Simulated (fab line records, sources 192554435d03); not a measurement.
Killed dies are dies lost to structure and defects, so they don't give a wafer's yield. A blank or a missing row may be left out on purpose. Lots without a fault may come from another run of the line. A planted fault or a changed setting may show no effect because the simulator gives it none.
fab line records | flow n5_finfet
record lots=5 wafers=12 last_day=17
route steps=1938 shown PMOS_HMC_CHANNEL_EPI@62 FIN_SAQP@90 BEOL_M4@1111
lots that met no fault: from a run of the same line without faults
start_h: hours from the record's first day to the start of the lot's first wafer shown | wait_h: hours since the lot's step before | " the same as in the row above | L1.1+2: a row that stands for several wafers | - no value, or no start given | * or withheld: withheld | < > ~ a bound
route shown NAME@n: a module of which the file shows steps, and the number in the route of the first | usual: mean/standard deviation of fault-free wafers | same: alike in all rows | chamber/n: place in a boat | sites: the reading at each site | _std_site: their standard deviation | _edge_site: outer sites' mean less inner sites' | radius_mm: how far each site lies from the wafer's centre | mask NAME#n: copy n | behind: the tool/chamber that last shaped the wafer | hold: why the lot was held/for how many hours/how that ended | device: the transistor (n, p or np) that didn't switch | end of line: the same wafers' tests at the end of the route | a step without rows: its recipe alone | killed: dies lost to structure and defects at the first sort, not the wafer's yield | map: a wafer's dies, x killed, . not, _ none there
set.NAME: the setting as run; set.NAME@STEP: as run at that earlier step | model.NAME: the simulator's own value behind a step, which no gauge read
lots at some steps of the route; a table a step, a row a wafer
services: from which hour (start_h, from the record's first day; less than 0 if before it) a tool's chamber was out of use, for how many hours, and why
## steps
# step N5_PMOS_HMC_CHANNEL_EPI_EXPOSE_06
# recipe mask_id=PMOS_HMC_BLK na=1.35 source_shape=conventional sigma_outer=0.8 polarization=unpolarized target_cd_nm=240 dose_mj=41
# step N5_PMOS_HMC_CHANNEL_EPI_PEB_07
# recipe peb_temp_c=110 peb_time_s=60 resist=CAR-ArF-block
# step N5_PMOS_HMC_CHANNEL_EPI_DEVELOP_08
# recipe develop_time_s=30 developer=TMAH resist=CAR-ArF-block dev_temp_c=23 rinse_liquid=diw dry=air_spin
# step N5_PMOS_HMC_CHANNEL_EPI_DESCUM_14
# recipe chemistry=O2 time_s=7.9 source_power_w=50 bias_power_w=20 pressure_mtorr=20 rf_frequency_hz=2.712e+07 temp_c=40 resist=CAR-ArF-block o2_flow_sccm=225
# step N5_PMOS_HMC_CHANNEL_EPI_ETCH_32
# recipe chemistry=N2/H2 target=BARC stop_on=SiO2 target_depth_a=858 over_etch_frac=0.3 time_s=50.3 ion_energy_ev=200 mask_material=CAR-ArF-block pressure_mtorr=30 source_w=840 bias_w=150 n2_flow_sccm=200 h2_flow_sccm=200
# step N5_PMOS_HMC_CHANNEL_EPI_HM_OPEN_15
# recipe chemistry=CHF3/O2 target=SiO2 mask_material=CAR-ArF-block target_depth_a=406 CHF3_flow_sccm=50 O2_flow_sccm=5 Ar_flow_sccm=200 time_s=20.3 pressure_mtorr=30 source_w=650 bias_w=170 ion_energy_ev=200
# step N5_PMOS_HMC_CHANNEL_EPI_STRIP_33
# recipe chemistry=N2/H2 power_w=500 temp_c=40 pressure_mtorr=50 rf_frequency_hz=6e+07 overash_fraction=0.3 bias_power_w=8 h2_frac=0.5 n2_flow_sccm=300 h2_flow_sccm=300
# step N5_PMOS_HMC_CHANNEL_EPI_STRIP_17
# recipe chemistry=SPM time_s=750 temp_c=130 h2so4_h2o2_vol_ratio=4 dry=ipa_marangoni
# step N5_PMOS_HMC_CHANNEL_EPI_ETCH_38
# recipe chemistry=CF4 target=SiO2 target_depth_a=15 ion_energy_ev=350 pressure_mtorr=10 icp_w=800 bias_w=400 cf4_flow_sccm=80
# step N5_PMOS_HMC_CHANNEL_EPI_FIN_RECESS_16
# recipe chemistry=HBr/Cl2 target=Si mask_material=SiO2 target_depth_a=540 time_s=18 pressure_mtorr=10 icp_w=800 bias_w=75 HBr_flow_sccm=150 Cl2_flow_sccm=80
# usual drypump_motor_current_A=5.7/0.43 oes_product_au=1.003/0.017 rf_fwd_power_W=794.9/2.7 throttle_valve_pct=35.44/0.29
# columns lot.wafer tool chamber start_h wait_h drypump_motor_current_A oes_product_au rf_fwd_power_W rf_hours_counter_h throttle_valve_pct model.etch.depth_nm model.PMOS_HMC_CHANNEL_EPI.feature_depth_nm
L603.2 rie_si-03 1 65.83 0.0 5.0 1.023 - 32 35.79 48.61 48.61
L603.5 " 3 " " 6.1 1.000 792.4 - 34.89 53.32 53.32
L605.4 rie_si-03 2 77.67 0.0 5.7 1.014 - 37 35.28 49.12 49.12
L605.5 " 3 " " 6.1 1.008 793.4 - 34.87 54.17 54.17
L606.4 rie_si-03 2 84.75 0.0 5.7 1.015 - 38 35.27 49.98 49.98
L606.5 " 0 " " 6.3 0.984 797.0 - 35.26 53.45 53.45
L613.3 rie_si-06 0 127.57 0.0 5.5 1.022 792.3 9 35.36 55.65 55.65
L613.4 " 1 " " 5.7 1.021 794.5 141 35.61 54.77 54.77
L613.6 " 3 " " 6.3 1.010 792.9 - 35.54 54.87 54.87
L617.2 rie_si-03 1 150.44 0.0 4.9 1.026 797.1 34 35.81 55.16 55.16
L617.3 " 0 " " 6.3 0.964 793.4 179 35.29 51.83 51.83
L617.6 " 3 " " 6.1 0.998 792.3 - 34.89 53.23 53.23
# step N5_PMOS_HMC_CHANNEL_EPI_PRECLEAN_36
# recipe chemistry=O3/DIW time_s=45 temp_c=22 o3_ppm=10
# step N5_PMOS_HMC_CHANNEL_EPI_PRECLEAN_18
# recipe chemistry=DHF time_s=30 temp_c=25 dilution=withheld
# step N5_PMOS_HMC_CHANNEL_EPI_SRD_19
# recipe dry=ipa_marangoni do_ppb=5 time_s=30 temp_c=23 rinse_liquid=diw
# step N5_PMOS_HMC_CHANNEL_EPI_EPI_20
# recipe material=SiGe30 mask_material=SiO2 pressure_torr=20 target_thk_a=590 temp_c=600
# step N5_PMOS_HMC_CHANNEL_EPI_HM_STRIP_35
# recipe chemistry=dHF temp_c=25 material=SiO2 target=SiO2 target_depth_a=396 time_s=216
# step N5_PMOS_HMC_CHANNEL_EPI_SRD_39
# recipe dry=ipa_marangoni time_s=30 temp_c=23 rinse_liquid=diw
# step N5_PMOS_HMC_CHANNEL_EPI_CMP_21
# recipe material=SiGe30 post_cmp_clean=alkaline_brush target_thk_nm=54
# step N5_PMOS_HMC_CHANNEL_EPI_THK_MEAS_22
# recipe reads=SiGe30_of_PMOS_HMC_CHANNEL_EPI_EPI_20
# usual HMC_CMP_THK=54.4/1.2
# columns lot.wafer tool chamber start_h wait_h HMC_CMP_THK[nm]
L603.2 film_metro-02 - 67.81 - 48.4
L603.5 " - " " 53.1
L605.4 film_metro-02 - 79.48 - 49.3
L605.5 " - " " 54.2
L606.4 film_metro-02 - 86.55 - 50.0
L606.5 " - " " 53.4
L613.3 film_metro-02 - 129.38 - 55.5
L613.4 " - " " 54.7
L613.6 " - " " 54.8
L617.2 film_metro-02 - 152.64 - 55.2
L617.3 " - " " 51.9
L617.6 " - " " 53.3
# step N5_PMOS_HMC_CHANNEL_EPI_PRECLEAN_40
# recipe chemistry=DHF time_s=30 temp_c=25 dilution=withheld
# step N5_PMOS_HMC_CHANNEL_EPI_PRECLEAN_37
# recipe chemistry=O3/DIW time_s=45 temp_c=22 o3_ppm=10
# step N5_PMOS_HMC_CHANNEL_EPI_PRECLEAN_24
# recipe chemistry=DHF time_s=30 temp_c=25 dilution=withheld
# step N5_PMOS_HMC_CHANNEL_EPI_SRD_25
# recipe dry=ipa_marangoni do_ppb=5 time_s=30 temp_c=23 rinse_liquid=diw
# step N5_PMOS_HMC_CHANNEL_EPI_EPI_26
# recipe material=Si target_thk_a=38 temp_c=650 precursor=SiH4/H2 pressure_torr=20 time_s=22.7
# step N5_FIN_SAQP_PRECLEAN_42
# recipe chemistry=O3/DIW time_s=60 temp_c=22 o3_ppm=10
# step N5_FIN_SAQP_PRECLEAN_00
# recipe chemistry=SC1 time_s=60 temp_c=55 mix=1:2:50
# step N5_FIN_SAQP_PRECLEAN_44
# recipe chemistry=SC2 time_s=45 temp_c=35 mix=1:1:50
# step N5_FIN_SAQP_SRD_01
# recipe dry=ipa_marangoni time_s=30 temp_c=23 rinse_liquid=diw
# step N5_FIN_SAQP_ALD_61
# recipe material=SiO2 target_thk_a=40 temp_c=300 ald_precursor_family=BDEAS ald_co_reactant=O2-plasma pulse_time_s=1 purge_time_s=2 co_reactant_purge_time_s=2 ald_cycles=43 pressure_torr=2
# step N5_FIN_SAQP_DENSIFY_62
# recipe temp_c=700 time_s=60 ambient=N2 idle_temp_c=600 ramp_up_c_per_s=150 ramp_down_c_per_s=60 cool_to_c=600
# step N5_FIN_SAQP_HM_DEP_03
# recipe material=SiNx target_thk_a=380 temp_c=400 precursor=SiH4/NH3/N2 pressure_torr=1.5 rf_w=300 time_s=33.6
# step N5_FIN_SAQP_PECVD_47
# recipe material=a-Si target_thk_a=450 temp_c=400 precursor=SiH4/He pressure_torr=3 rf_w=100 time_s=36.3
# step N5_FIN_SAQP_PECVD_48
# recipe material=SiNx target_thk_a=250 temp_c=400 precursor=SiH4/NH3/N2 pressure_torr=1.5 rf_w=300 time_s=22.1
# step N5_FIN_SAQP_PECVD_06
# recipe material=a-Si target_thk_a=600 temp_c=400 precursor=SiH4/He pressure_torr=3 rf_w=100 time_s=48.1
# step N5_FIN_SAQP_HM_DEP_72
# recipe material=SiO2 target_thk_a=120 temp_c=400 precursor=SiH4/N2O pressure_torr=0.75 rf_w=275 time_s=7.2
# step N5_FIN_SAQP_COAT_49
# recipe resist=SOC temp_c=250 time_s=60 spin_rpm=1500 resist_thk_nm=100
# step N5_BEOL_M4_RC_MEAS_101
# usual CJ_P=5.77/0.25 DIBL_N=36.8/1.5 DIBL_P=37.1/2.1 IOFF_N=0.168/0.03 IOFF_P=0.22/0.034 ION_N=679/12 ION_P=466/8 SS_N=71.7/0.58 SS_P=73.5/0.67 VT_N=248.8/2.7 VT_P=-250/3.3
# columns lot.wafer tool chamber start_h wait_h CJ_P DIBL_N[mV/V] DIBL_P[mV/V] IOFF_N[nA/um] IOFF_P[nA/um] ION_N[uA/um] ION_P[uA/um] SS_N[mV/dec] SS_P[mV/dec] VT_N[mV] VT_P[mV]
L603.2 prober-02 0 212.14 0.2 6.52 34.8 35.8 0.152 0.18 688 462 71.1 73.2 249.8 -252
L603.5 " 0 " " 6.04 34.6 36.0 0.149 0.19 682 468 71.4 73.6 248.1 -252
L605.4 prober-02 0 216.58 0.5 6.48 36.7 37.9 0.169 0.19 673 457 71.4 73.0 248.1 -254
L605.5 " 0 " " 5.80 37.8 39.3 0.189 0.22 680 461 71.5 74.2 245.8 -251
L606.4 prober-01 0 237.70 0.5 6.44 34.9 34.0 0.138 0.18 665 455 70.9 73.1 250.2 -255
L606.5 " 0 " " 5.77 35.7 34.3 0.158 0.18 678 457 71.0 73.2 247.7 -254
L613.3 prober-01 0 268.76 0.3 5.48 39.5 39.8 0.219 0.28 721 484 71.9 75.0 243.3 -248
L613.4 " 0 " " 5.74 38.2 38.4 0.191 0.25 708 483 72.1 74.7 244.5 -248
L613.6 " 0 " " 5.71 36.8 35.6 0.149 0.20 683 468 71.5 72.9 251.1 -250
L617.2 prober-02 0 296.74 0.2 5.50 38.0 37.6 0.201 0.27 688 467 72.2 73.3 247.5 -246
L617.3 " 0 " " 6.01 34.4 33.6 0.137 0.19 673 464 71.1 72.2 249.0 -251
L617.6 " 0 " " 5.67 37.1 36.5 0.189 0.25 692 475 71.8 73.0 245.8 -245
## services
# columns tool chamber start_h hours kind
rie_si-06 3 49.82 - clean
rie_si-06 3 49.82 17.7 scheduled_down
rie_si-06 3 49.82 17.7 vent_cycle
rie_si-06 2 87.00 6.3 repair
rie_si-03 3 101.59 13.9 repair
## key
first_sign step=N5_PMOS_HMC_CHANNEL_EPI_THK_MEAS_22 reading=HMC_CMP_THK direction=down sigmas=4.5 usual=54.4 struck=49.2
effect step=N5_BEOL_M4_RC_MEAS_101 reading=CJ_P direction=up sigmas=2.9 usual=5.77 struck=6.48
model_effect step=N5_PMOS_HMC_CHANNEL_EPI_FIN_RECESS_16 value=etch.depth_nm without=55.75 struck=49.24
met_at N5_PMOS_HMC_CHANNEL_EPI_FIN_RECESS_16
struck_wafers L603.2,L605.4,L606.4
fault kind=process_parameter_drift tool=rie_si-03 chamber=- onset_h=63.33 steps=N5_PMOS_HMC_CHANNEL_EPI_FIN_RECESS_16 channel=time_s offset=* shape=step end_h=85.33 scope=struck_wafers_only acts_in=* stated=*
